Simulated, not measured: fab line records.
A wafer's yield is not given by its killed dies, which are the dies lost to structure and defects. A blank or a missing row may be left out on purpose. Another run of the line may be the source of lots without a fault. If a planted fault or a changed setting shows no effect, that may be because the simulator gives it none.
fab line records	flow n5_finfet
[record] lots = 7	wafers = 39
route steps=1938 shown BEOL_M6@1239 BEOL_M8@1332 BEOL_M10@1474
start_h: hours from the record's opening day to when the first of the lot's shown wafers began	wait_h: hours elapsed since this lot's preceding step	" identical to the entry in the row above	L1.1+2: a row that stands for several wafers	- no value, or no start was given	* or withheld: withheld	< > ~ a bound
route shown NAME@n: NAME is a module with steps in the file, n the number in the route of the first one	usual: average and standard deviation across the fault-free wafers	same: alike in all rows	chamber/n: place in a boat	sites: readings site by site	_std_site: how widely they spread, as a standard deviation	_edge_site: the outer-site mean with the inner-site mean subtracted	radius_mm: for every site, how far away it sits from the centre of the wafer	mask NAME#n: copy n	behind: the tool/chamber that last shaped the wafer	hold: what put the lot on hold/how long, in hours/how the hold closed	device: the n, p or np transistor that did not switch	end of line: at the end of the route, the tests of the same wafers	a step with no rows: only its recipe	killed: count of dies lost to structure and defects at first sort (not the wafer's yield)	map: per-die view of a wafer (x killed, . not killed, _ where there is no die)
set.NAME: the setting that was run; set.NAME@STEP: the one run at that earlier step	model.NAME: the simulator's own value behind a step, which no gauge read
lots run with intentionally changed settings; tables by step, rows by wafer
[[steps]]
[step N5_BEOL_M6_TRENCH_ETCH_37]
[recipe] chemistry = C4F6/O2	target_depth_a = 944.35	target = SiCOH_lowk	time_s = 31.5	ion_energy_ev = 250	pressure_mtorr = 30	source_w = 345	bias_w = 185	Ar_flow_sccm = 300	C4F6_flow_sccm = 10	O2_flow_sccm = 10
lot.wafer	tool	chamber	start_h	wait_h	set.target_depth_a	model.etch.depth_nm	model.BEOL_M6.feature_depth_nm	model.TiN_of_BEOL_M6_HM_DEP_02.thk_nm
L074.1	rie_diel-05	2	-	-	944.35	93.17	93.2	17.6
L074.2	"	1	"	"	944.35	92.68	92.6	17.4
L074.3	"	0	"	"	944.35	93.81	93.8	17.4
L074.4	"	0	"	"	944.35	92.94	93	17.4
L074.5	"	1	"	"	944.35	93	93	17.6
L074.6	"	2	"	"	944.35	93.54	93.6	17.4
L075.1	rie_diel-05	3	-	-	1332	135.4	135.4	16.2
L075.2	"	2	"	"	944.35	94.54	94.6	17
L075.3	"	1	"	"	944.35	94.28	94.2	17.2
L075.4	"	0	"	"	1332	132.6	132.6	16.6
L075.5	"	1	"	"	1332	131.8	131.8	16.2
L075.6	"	0	"	"	944.35	94.62	94.6	17
L083.1	rie_diel-03	1	-	-	944.35	96.18	96.2	17
L083.2	"	3	"	"	1086	109.4	109.4	16.6
L083.3	"	2	"	"	1086	105.2	105.2	16.8
L083.4	"	0	"	"	1086	109.3	109.2	16.8
L083.5	"	0	"	"	944.35	95.47	95.4	17.2
L083.6	"	1	"	"	944.35	95.84	95.8	17
L089.1	rie_diel-05	2	-	-	944.35	94.08	94	17.4
L089.2	"	3	"	"	1462	150.1	150	15.4
L089.3	"	1	"	"	944.35	93.19	93.2	17
L089.4	"	3	"	"	1462	150.3	150.4	15.4
L089.5	"	1	"	"	944.35	92.67	92.6	17.2
L089.6	"	2	"	"	1462	143.7	143.6	16
L086.1	rie_diel-05	3	-	-	944.35	96.95	97	17.8
L086.2	"	2	"	"	684.6	67.59	67.6	18.4
L086.3	"	1	"	"	944.35	93.12	93.2	17.8
L086.4	"	1	"	"	684.6	66.91	67	18.4
L086.5	"	2	"	"	944.35	93.08	93	18.2
L086.6	"	3	"	"	684.6	69.98	70	18.4
L092.2	rie_diel-03	0	-	-	944.35	94.93	95	17.2
L092.4	"	3	"	"	944.35	94.15	94.2	17.2
L092.5	"	0	"	"	944.35	95.35	95.4	17.2
L094.1	rie_diel-05	2	-	-	773.5	75.77	75.8	17.8
L094.2	"	3	"	"	944.35	95.49	95.4	17.2
L094.3	"	0	"	"	944.35	92.97	93	17.4
L094.4	"	1	"	"	944.35	93.01	93	17
L094.5	"	0	"	"	773.5	75.64	75.6	18
L094.6	"	1	"	"	773.5	75.64	75.6	17.8
[step N5_BEOL_M6_ETCH_41]
[recipe] chemistry = CH3F/O2	target = SiCN	target_depth_a = 297	taper_deg = 2	time_s = 52	ion_energy_ev = 120	mask_material = TiN	pressure_mtorr = 30	source_w = 395	bias_w = 75	Ar_flow_sccm = 150	CH3F_flow_sccm = 30	O2_flow_sccm = 20
[step N5_BEOL_M6_STRIP_80]
[recipe] chemistry = N2/H2	time_s = 10	power_w = 450	temp_c = 40	pressure_mtorr = 20	rf_frequency_hz = 6e+07	bias_power_w = 7	n2_flow_sccm = 200	h2_flow_sccm = 200
[step N5_BEOL_M6_OCD_MEAS_38]
[usual] trench_depth_nm = 94.6/1.9
lot.wafer	tool	chamber	start_h	wait_h	set.target_depth_a@BEOL_M6_TRENCH_ETCH_37	trench_depth_nm
L074.1	ocd-01	-	225.05	-	944.35	93.0
L074.2	"	-	"	"	944.35	92.7
L074.3	"	-	"	"	944.35	93.8
L074.4	"	-	"	"	944.35	92.8
L074.5	"	-	"	"	944.35	93.0
L074.6	"	-	"	"	944.35	93.2
L075.1	ocd-02	-	231.45	-	1332	135.8
L075.2	"	-	"	"	944.35	94.7
L075.3	"	-	"	"	944.35	94.0
L075.4	"	-	"	"	1332	132.9
L075.5	"	-	"	"	1332	131.6
L075.6	"	-	"	"	944.35	94.0
L083.1	ocd-01	-	278.35	-	944.35	95.9
L083.2	"	-	"	"	1086	109.3
L083.3	"	-	"	"	1086	105.1
L083.4	"	-	"	"	1086	109.5
L083.5	"	-	"	"	944.35	95.6
L083.6	"	-	"	"	944.35	96.5
L089.1	ocd-01	-	294.31	-	944.35	94.3
L089.2	"	-	"	"	1462	149.8
L089.3	"	-	"	"	944.35	93.4
L089.4	"	-	"	"	1462	150.5
L089.5	"	-	"	"	944.35	92.7
L089.6	"	-	"	"	1462	143.7
L086.1	ocd-01	-	294.87	-	944.35	96.9
L086.2	"	-	"	"	684.6	67.8
L086.3	"	-	"	"	944.35	93.5
L086.4	"	-	"	"	684.6	67.5
L086.5	"	-	"	"	944.35	93.2
L086.6	"	-	"	"	684.6	70.4
L092.2	ocd-02	-	333.71	-	944.35	95.1
L092.4	"	-	"	"	944.35	94.2
L092.5	"	-	"	"	944.35	95.2
L094.1	ocd-02	-	336.46	-	773.5	75.7
L094.2	"	-	"	"	944.35	95.9
L094.3	"	-	"	"	944.35	92.9
L094.4	"	-	"	"	944.35	93.0
L094.5	"	-	"	"	773.5	75.1
L094.6	"	-	"	"	773.5	75.5
[step N5_BEOL_M6_HM_STRIP_39]
[recipe] chemistry = peroxide_tin_strip	material = TiN	target_depth_a = 250	temp_c = 50	time_s = 158
[step N5_BEOL_M6_SRD_40]
[recipe] time_s = 30	temp_c = 23	rinse_liquid = diw	dry = ipa_marangoni
[step N5_BEOL_M6_ECD_50]
[recipe] material = Cu	target_thk_a = 3000
[step N5_BEOL_M6_ANNEAL_51]
[recipe] temp_c = 225	time_s = 90	ambient = N2
[step N5_BEOL_M6_CMP_52]
[recipe] stop_on = SiCOH_lowk	t_overpolish_s = 6.9	down_force_psi = 1	platen_rpm = 50	clearing_platen_down_force_psi = 1.5	clearing_platen_rpm = 50	post_cmp_clean = cu_alkaline	target_thk_nm = 80	clearing_platen_pad_velocity_m_s = 0.99484	pad_velocity_m_s = 0.99484
lot.wafer	tool	chamber	start_h	wait_h	set.target_depth_a@BEOL_M6_TRENCH_ETCH_37	model.Cu_of_BEOL_M6_ECD_50.thk_nm
L074.3	cmp-04	0	228.47	0.3	944.35	82
L074.4	"	1	"	"	944.35	79
L074.2	"	2	"	"	944.35	79.4
L074.1	"	3	"	"	944.35	80.4
L074.5	"	0	"	"	944.35	79.6
L074.6	"	1	"	"	944.35	79.2
L075.4	cmp-02	3	234.23	0.1	1332	120
L075.2	"	0	"	"	944.35	78.8
L075.1	"	1	"	"	1332	121.6
L075.3	"	2	"	"	944.35	80
L075.5	"	3	"	"	1332	117
L075.6	"	0	"	"	944.35	81
L083.3	cmp-01	3	280.25	0.2	1086	88
L083.2	"	0	"	"	1086	92.2
L083.1	"	1	"	"	944.35	80.6
L083.4	"	2	"	"	1086	91.6
L083.6	"	3	"	"	944.35	78.8
L083.5	"	0	"	"	944.35	77.6
L089.3	cmp-01	0	296.40	0.2	944.35	76.4
L089.4	"	1	"	"	1462	136
L089.2	"	2	"	"	1462	133.8
L089.1	"	3	"	"	944.35	77.8
L089.5	"	0	"	"	944.35	76.6
L089.6	"	1	"	"	1462	129.2
L086.2	cmp-04	1	297.23	0.2	684.6	53.4
L086.4	"	2	"	"	684.6	53
L086.3	"	3	"	"	944.35	79.6
L086.1	"	0	"	"	944.35	84.8
L086.5	"	1	"	"	944.35	79
L086.6	"	2	"	"	684.6	56.6
L092.2	cmp-04	3	336.33	0.2	944.35	80.8
L092.4	"	0	"	"	944.35	79.4
L092.5	"	3	"	"	944.35	80.2
L094.1	cmp-04	3	340.37	0.3	773.5	62.2
L094.2	"	0	"	"	944.35	82
L094.3	"	1	"	"	944.35	78
L094.4	"	2	"	"	944.35	77.4
L094.6	"	3	"	"	773.5	61.4
L094.5	"	0	"	"	773.5	62.6
[step N5_BEOL_M6_THK_MEAS_53]
[recipe] thk_meas_gauge = xrf	reads = Cu_of_BEOL_M6_ECD_50
[usual] M6_THK = 79.9/2.3
lot.wafer	tool	chamber	start_h	wait_h	set.target_depth_a@BEOL_M6_TRENCH_ETCH_37	M6_THK[nm]
L074.1	film_metro-02	-	228.77	-	944.35	81.3
L074.2	"	-	"	"	944.35	80.0
L074.3	"	-	"	"	944.35	83.0
L074.4	"	-	"	"	944.35	79.6
L074.5	"	-	"	"	944.35	80.2
L074.6	"	-	"	"	944.35	80.2
L075.1	film_metro-02	-	234.53	-	1332	121.7
L075.2	"	-	"	"	944.35	78.8
L075.3	"	-	"	"	944.35	79.9
L075.4	"	-	"	"	1332	119.9
L075.5	"	-	"	"	1332	116.9
L075.6	"	-	"	"	944.35	81.1
L083.1	film_metro-01	-	280.54	-	944.35	80.2
L083.2	"	-	"	"	1086	91.7
L083.3	"	-	"	"	1086	87.9
L083.4	"	-	"	"	1086	91.3
L083.5	"	-	"	"	944.35	77.3
L083.6	"	-	"	"	944.35	78.5
L089.1	film_metro-01	-	296.69	-	944.35	78.0
L089.2	"	-	"	"	1462	133.5
L089.3	"	-	"	"	944.35	76.3
L089.4	"	-	"	"	1462	136.0
L089.5	"	-	"	"	944.35	76.6
L089.6	"	-	"	"	1462	129.0
L086.1	film_metro-01	-	297.52	-	944.35	84.8
L086.2	"	-	"	"	684.6	53.5
L086.3	"	-	"	"	944.35	79.9
L086.4	"	-	"	"	684.6	53.4
L086.5	"	-	"	"	944.35	79.0
L086.6	"	-	"	"	684.6	56.4
L092.2	film_metro-02	-	336.63	-	944.35	81.1
L092.4	"	-	"	"	944.35	79.8
L092.5	"	-	"	"	944.35	80.5
L094.1	film_metro-02	-	340.67	-	773.5	62.1
L094.2	"	-	"	"	944.35	82.3
L094.3	"	-	"	"	944.35	77.9
L094.4	"	-	"	"	944.35	77.3
L094.5	"	-	"	"	773.5	62.7
L094.6	"	-	"	"	773.5	61.3
[step N5_BEOL_M6_PRE_CLEAN_55]
[recipe] gas = NH3	time_s = 15	temp_c = withheld	rf_power_w = 300
[step N5_BEOL_M6_DEP_56]
[recipe] material = SiCN	target_thk_a = 100	temp_c = withheld	precursor = 3MS/NH3	pressure_torr = 3	rf_w = 202	time_s = 17.5
[step N5_BEOL_M6_RS_MEAS_57]
[recipe] thk_meas_gauge = four-point-probe	reads = Cu_of_BEOL_M6_ECD_50+Co_of_BEOL_M6_CVD_78+TaN_of_BEOL_M6_ALD_77
[usual] M6_RS = 0.287/0.0095
lot.wafer	tool	chamber	start_h	wait_h	set.target_depth_a@BEOL_M6_TRENCH_ETCH_37	M6_RS[ohm/sq]
L074.1	film_metro-02	-	228.93	0.1	944.35	0.284
L074.2	"	-	"	"	944.35	0.288
L074.3	"	-	"	"	944.35	0.278
L074.4	"	-	"	"	944.35	0.290
L074.5	"	-	"	"	944.35	0.287
L074.6	"	-	"	"	944.35	0.289
L075.1	film_metro-01	-	234.66	0.1	1332	0.177
L075.2	"	-	"	"	944.35	0.291
L075.3	"	-	"	"	944.35	0.285
L075.4	"	-	"	"	1332	0.180
L075.5	"	-	"	"	1332	0.184
L075.6	"	-	"	"	944.35	0.281
L083.1	film_metro-02	-	280.67	0.1	944.35	0.284
L083.2	"	-	"	"	1086	0.243
L083.3	"	-	"	"	1086	0.256
L083.4	"	-	"	"	1086	0.244
L083.5	"	-	"	"	944.35	0.296
L083.6	"	-	"	"	944.35	0.291
L089.1	film_metro-02	-	296.82	0.1	944.35	0.295
L089.2	"	-	"	"	1462	0.159
L089.3	"	-	"	"	944.35	0.301
L089.4	"	-	"	"	1462	0.156
L089.5	"	-	"	"	944.35	0.301
L089.6	"	-	"	"	1462	0.166
L086.1	film_metro-01	-	297.65	0.1	944.35	0.267
L086.2	"	-	"	"	684.6	0.467
L086.3	"	-	"	"	944.35	0.287
L086.4	"	-	"	"	684.6	0.469
L086.5	"	-	"	"	944.35	0.291
L086.6	"	-	"	"	684.6	0.434
L092.2	film_metro-01	-	336.76	0.1	944.35	0.282
L092.4	"	-	"	"	944.35	0.288
L092.5	"	-	"	"	944.35	0.286
L094.1	film_metro-01	-	340.80	0.1	773.5	0.385
L094.2	"	-	"	"	944.35	0.278
L094.3	"	-	"	"	944.35	0.294
L094.4	"	-	"	"	944.35	0.297
L094.5	"	-	"	"	773.5	0.382
L094.6	"	-	"	"	773.5	0.393
[step N5_BEOL_M8_ILD_DEP_00]
[recipe] material = SiCOH_lowk	target_thk_a = 1797.5	temp_c = 300	precursor = DEMS/porogen	pressure_torr = 5	rf_w = 500	time_s = 33.4
lot.wafer	tool	chamber	start_h	wait_h	set.time_s	model.SiCOH_lowk_of_BEOL_M8_ILD_DEP_00.thk_nm
L074.1	pecvd-04	1	239.20	0.0	50.56	266.8
L074.2	"	2	"	"	33.4	176
L074.3	"	0	"	"	50.56	269
L074.4	"	2	"	"	50.56	267.6
L074.5	"	1	"	"	33.4	181
L074.6	"	0	"	"	33.4	181.4
L075.1	pecvd-04	2	244.06	0.0	33.4	177.8
L075.2	"	0	"	"	43.16	228.8
L075.3	"	1	"	"	33.4	180.2
L075.4	"	0	"	"	43.16	231.4
L075.5	"	2	"	"	33.4	179.2
L075.6	"	1	"	"	43.16	232
L083.1	pecvd-03	2	287.61	0.0	26.17	140.8
L083.2	"	1	"	"	33.4	178
L083.3	"	0	"	"	26.17	142.6
L083.4	"	0	"	"	33.4	181.8
L083.5	"	2	"	"	33.4	182.4
L083.6	"	1	"	"	26.17	145.2
L089.1	pecvd-03	0	307.04	0.0	33.4	176.2
L089.2	"	1	"	"	33.4	177.2
L089.3	"	2	"	"	33.4	174.6
L089.4	"	0	"	"	23.12	123.8
L089.5	"	2	"	"	23.12	124
L089.6	"	1	"	"	23.12	126
L086.1	pecvd-04	1	307.22	0.0	26.81	143.6
L086.2	"	0	"	"	33.4	180.2
L086.3	"	2	"	"	33.4	176.8
L086.4	"	0	"	"	33.4	183
L086.5	"	2	"	"	26.81	144.6
L086.6	"	1	"	"	26.81	145.4
L092.2	pecvd-02	2	345.20	0.0	33.4	181.6
L092.4	"	1	"	"	33.4	182.4
L092.5	"	0	"	"	33.4	179.8
L094.1	pecvd-03	0	351.55	0.0	33.4	177.4
L094.2	"	1	"	"	33.4	181
L094.3	"	2	"	"	41.48	220
L094.4	"	0	"	"	41.48	223.4
L094.5	"	1	"	"	33.4	178.8
L094.6	"	2	"	"	41.48	224
[step N5_BEOL_M8_CURE_74]
[recipe] temp_c = 385	time_s = 240	ambient = He/Ar	material = SiCOH_lowk
lot.wafer	tool	chamber	start_h	wait_h	set.time_s@BEOL_M8_ILD_DEP_00	model.SiCOH_lowk_of_BEOL_M8_ILD_DEP_00.thk_nm
L074.1	uv_cure-02	2	239.26	0.0	50.56	231.2
L074.2	"	2	"	"	33.4	151.8
L074.3	"	2	"	"	50.56	233
L074.4	"	2	"	"	50.56	232
L074.5	"	2	"	"	33.4	156
L074.6	"	2	"	"	33.4	156.4
L075.1	uv_cure-03	0	244.33	0.2	33.4	153.2
L075.2	"	0	"	"	43.16	198
L075.3	"	0	"	"	33.4	155.4
L075.4	"	0	"	"	43.16	200
L075.5	"	0	"	"	33.4	154.4
L075.6	"	0	"	"	43.16	200.6
L083.1	uv_cure-02	2	287.90	0.3	26.17	121.2
L083.2	"	2	"	"	33.4	153.4
L083.3	"	2	"	"	26.17	122.8
L083.4	"	2	"	"	33.4	156.8
L083.5	"	2	"	"	33.4	157.4
L083.6	"	2	"	"	26.17	125
L089.1	uv_cure-01	0	307.11	0.0	33.4	151.8
L089.2	"	0	"	"	33.4	152.8
L089.3	"	0	"	"	33.4	150.4
L089.4	"	0	"	"	23.12	106.4
L089.5	"	0	"	"	23.12	106.6
L089.6	"	0	"	"	23.12	108.4
L086.1	uv_cure-02	0	307.29	0.0	26.81	123.6
L086.2	"	0	"	"	33.4	155.4
L086.3	"	0	"	"	33.4	152.4
L086.4	"	0	"	"	33.4	157.8
L086.5	"	0	"	"	26.81	124.4
L086.6	"	0	"	"	26.81	125
L092.2	uv_cure-02	1	345.88	0.7	33.4	156.6
L092.4	"	1	"	"	33.4	157.4
L092.5	"	1	"	"	33.4	155
L094.1	uv_cure-02	1	352.37	0.8	33.4	152.8
L094.2	"	1	"	"	33.4	156.2
L094.3	"	1	"	"	41.48	190
L094.4	"	1	"	"	41.48	193
L094.5	"	1	"	"	33.4	154.2
L094.6	"	1	"	"	41.48	193.8
[step N5_BEOL_M8_THK_MEAS_01]
[recipe] reads = SiCOH_lowk_of_BEOL_M8_ILD_DEP_00
[usual] M8_ILD_THK = 154.5/2
lot.wafer	tool	chamber	start_h	wait_h	set.time_s@BEOL_M8_ILD_DEP_00	M8_ILD_THK[nm]
L074.1	film_metro-02	-	239.78	0.4	50.56	231.2
L074.2	"	-	"	"	33.4	151.8
L074.3	"	-	"	"	50.56	233.0
L074.4	"	-	"	"	50.56	231.9
L074.5	"	-	"	"	33.4	156.1
L074.6	"	-	"	"	33.4	156.4
L075.1	film_metro-02	-	245.32	0.8	33.4	153.1
L075.2	"	-	"	"	43.16	197.8
L075.3	"	-	"	"	33.4	155.4
L075.4	"	-	"	"	43.16	200.0
L075.5	"	-	"	"	33.4	154.6
L075.6	"	-	"	"	43.16	200.4
L083.1	film_metro-02	-	288.42	0.4	26.17	121.3
L083.2	"	-	"	"	33.4	153.4
L083.3	"	-	"	"	26.17	122.7
L083.4	"	-	"	"	33.4	156.9
L083.5	"	-	"	"	33.4	157.4
L083.6	"	-	"	"	26.17	125.0
L089.1	film_metro-01	-	307.62	0.4	33.4	151.9
L089.2	"	-	"	"	33.4	152.8
L089.3	"	-	"	"	33.4	150.4
L089.4	"	-	"	"	23.12	106.2
L089.5	"	-	"	"	23.12	106.7
L089.6	"	-	"	"	23.12	108.4
L086.1	film_metro-02	-	307.80	0.4	26.81	123.5
L086.2	"	-	"	"	33.4	155.4
L086.3	"	-	"	"	33.4	152.5
L086.4	"	-	"	"	33.4	157.9
L086.5	"	-	"	"	26.81	124.5
L086.6	"	-	"	"	26.81	125.2
L092.2	film_metro-01	-	346.31	0.4	33.4	156.5
L092.4	"	-	"	"	33.4	157.3
L092.5	"	-	"	"	33.4	155.0
L094.1	film_metro-01	-	352.89	0.4	33.4	152.8
L094.2	"	-	"	"	33.4	156.3
L094.3	"	-	"	"	41.48	190.1
L094.4	"	-	"	"	41.48	193.2
L094.5	"	-	"	"	33.4	154.2
L094.6	"	-	"	"	41.48	193.7
[step N5_BEOL_M10_HM_DEP_02]
[recipe] material = TiN	target_thk_a = 200	temp_c = 25	chamber_pressure_pa = 0.49996
lot.wafer	tool	chamber	start_h	wait_h	set.target_thk_a	model.TiN_of_BEOL_M10_HM_DEP_02.thk_nm
L074.1+5	pvd_sputter-01	-	261.38	1.6	200	20
L074.2	"	-	"	"	271.1	27.2
L074.3	"	-	"	"	271.1	27
L074.4	"	-	"	"	271.1	27.4
L074.6	"	-	"	"	200	20.2
L075.1+5+6	pvd_sputter-01	-	263.47	0.3	200	20.2
L075.2	"	-	"	"	296	29.8
L075.3	"	-	"	"	296	29.6
L075.4	"	-	"	"	296	29.4
L083.1+6	pvd_sputter-01	-	306.95	1.0	279.1	28
L083.2+3+5	"	-	"	"	200	20
L083.4	"	-	"	"	279.1	27.8
L086.1+2	pvd_sputter-01	-	329.56	1.7	200	19.8
L086.3	"	-	"	"	200	20
L086.4	"	-	"	"	109.6	11
L086.5+6	"	-	"	"	109.6	10.8
L089.1	pvd_sputter-01	-	330.02	1.4	200	20
L089.2+6	"	-	"	"	200	19.8
L089.3+4+5	"	-	"	"	140.2	14.2
L092.2+4	pvd_sputter-01	-	367.71	1.1	200	20
L092.5	"	-	"	"	200	19.8
L094.1	pvd_sputter-02	-	378.02	3.1	83.95	8.4
L094.2+4	"	-	"	"	83.95	8.6
L094.3+5+6	"	-	"	"	200	20
[step N5_BEOL_M10_COAT_59]
[recipe] resist = SOC	temp_c = 250	time_s = 60	spin_rpm = 1500	resist_thk_nm = 100
[step N5_BEOL_M10_COAT_60]
[recipe] resist = SiARC	temp_c = 220	time_s = 60	spin_rpm = 1500	resist_thk_nm = 30
[step N5_BEOL_M10_STRIP_68]
[recipe] chemistry = N2/H2	temp_c = 40	n2_flow_sccm = 200	h2_flow_sccm = 200	rf_frequency_hz = 6e+07
[step N5_BEOL_M10_STRIP_67]
[recipe] chemistry = CF4	resist = SiARC	power_w = 300	bias_power_w = 75	pressure_mtorr = 50	cf4_flow_sccm = 150	rf_frequency_hz = 6e+07
[step N5_BEOL_M10_HM_OPEN_17]
[recipe] chemistry = Cl2/BCl3	target_depth_a = 200	overetch_a = 60	target = TiN	mask_material = SOC	ion_energy_ev = 150	pressure_mtorr = 10	icp_w = 1000	bias_w = 126	Cl2_flow_sccm = 53.25	bcl3_flow_sccm = 21.75	Ar_flow_sccm = 25
lot.wafer	tool	chamber	start_h	wait_h	set.target_thk_a@BEOL_M10_HM_DEP_02	model.etch.depth_nm
L074.1	rie_metal-02	1	262.63	0.0	200	20.08
L074.2	"	0	"	"	271.1	25.8
L074.3	"	0	"	"	271.1	25.78
L074.4	"	1	"	"	271.1	26.24
L074.5	"	1	"	"	200	20.05
L074.6	"	0	"	"	200	20.28
L075.1	rie_metal-03	1	264.59	0.0	200	20.24
L075.2	"	0	"	"	296	25.4
L075.3	"	0	"	"	296	25.72
L075.4	"	1	"	"	296	26.6
L075.5	"	0	"	"	200	20.13
L075.6	"	1	"	"	200	20.23
L083.1	rie_metal-02	1	308.31	0.0	279.1	25.94
L083.2	"	1	"	"	200	20.05
L083.3	"	1	"	"	200	19.95
L083.4	"	1	"	"	279.1	25.93
L083.5	"	1	"	"	200	19.9
L083.6	"	1	"	"	279.1	25.87
L086.1+2	rie_metal-02	1,0	330.55	0.0	200	19.77
L086.3	"	0	"	"	200	19.96
L086.4	"	1	"	"	109.6	10.95
L086.5	"	0	"	"	109.6	10.72
L086.6	"	1	"	"	109.6	10.79
L089.1	rie_metal-01	1	330.87	0.0	200	20.07
L089.2	"	0	"	"	200	19.87
L089.3	"	0	"	"	140.2	14.14
L089.4	"	1	"	"	140.2	14.13
L089.5	"	0	"	"	140.2	14.15
L089.6	"	1	"	"	200	19.88
L092.2	rie_metal-03	1	368.60	0.0	200	19.92
L092.4	"	1	"	"	200	20.04
L092.5	"	0	"	"	200	19.78
L094.1	rie_metal-01	1	378.88	0.0	83.95	8.415
L094.2	"	1	"	"	83.95	8.689
L094.3	"	1	"	"	200	20
L094.4	"	1	"	"	83.95	8.504
L094.5	"	1	"	"	200	20.03
L094.6	"	1	"	"	200	19.91
[[key]]
[split] step = N5_BEOL_M6_TRENCH_ETCH_37	setting = target_depth_a	stated = 944.35	by = wafer
[response] step = N5_BEOL_M6_TRENCH_ETCH_37	reading = model.etch.depth_nm	change = +0.971	per = 1%	r = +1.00
[response] step = N5_BEOL_M6_TRENCH_ETCH_37	reading = model.BEOL_M6.feature_depth_nm	change = +0.971	per = 1%	r = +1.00
[response] step = N5_BEOL_M6_TRENCH_ETCH_37	reading = model.TiN_of_BEOL_M6_HM_DEP_02.thk_nm	change = -0.0246	per = 1%	r = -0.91
[response] step = N5_BEOL_M6_OCD_MEAS_38	reading = trench_depth_nm	change = +0.971	per = 1%	r = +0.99
[response] step = N5_BEOL_M6_CMP_52	reading = model.Cu_of_BEOL_M6_ECD_50.thk_nm	change = +0.987	per = 1%	r = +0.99
[response] step = N5_BEOL_M6_THK_MEAS_53	reading = M6_THK	change = +0.985	per = 1%	r = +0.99
[response] step = N5_BEOL_M6_RS_MEAS_57	reading = M6_RS	shape = bent	at_lowest = 0.456	at_stated = 0.288	at_highest = 0.160
[split] step = N5_BEOL_M8_ILD_DEP_00	setting = time_s	stated = 33.4	by = wafer
[response] step = N5_BEOL_M8_ILD_DEP_00	reading = model.SiCOH_lowk_of_BEOL_M8_ILD_DEP_00.thk_nm	change = +1.73	per = 1%	r = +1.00
[response] step = N5_BEOL_M8_CURE_74	reading = model.SiCOH_lowk_of_BEOL_M8_ILD_DEP_00.thk_nm	change = +1.51	per = 1%	r = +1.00
[response] step = N5_BEOL_M8_THK_MEAS_01	reading = M8_ILD_THK	change = +1.51	per = 1%	r = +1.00
[split] step = N5_BEOL_M10_HM_DEP_02	setting = target_thk_a	stated = 200	by = wafer
[response] step = N5_BEOL_M10_HM_DEP_02	reading = model.TiN_of_BEOL_M10_HM_DEP_02.thk_nm	change = +0.198	per = 1%	r = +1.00
[response] step = N5_BEOL_M10_HM_OPEN_17	reading = model.etch.depth_nm	change = +0.171	per = 1%	r = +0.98
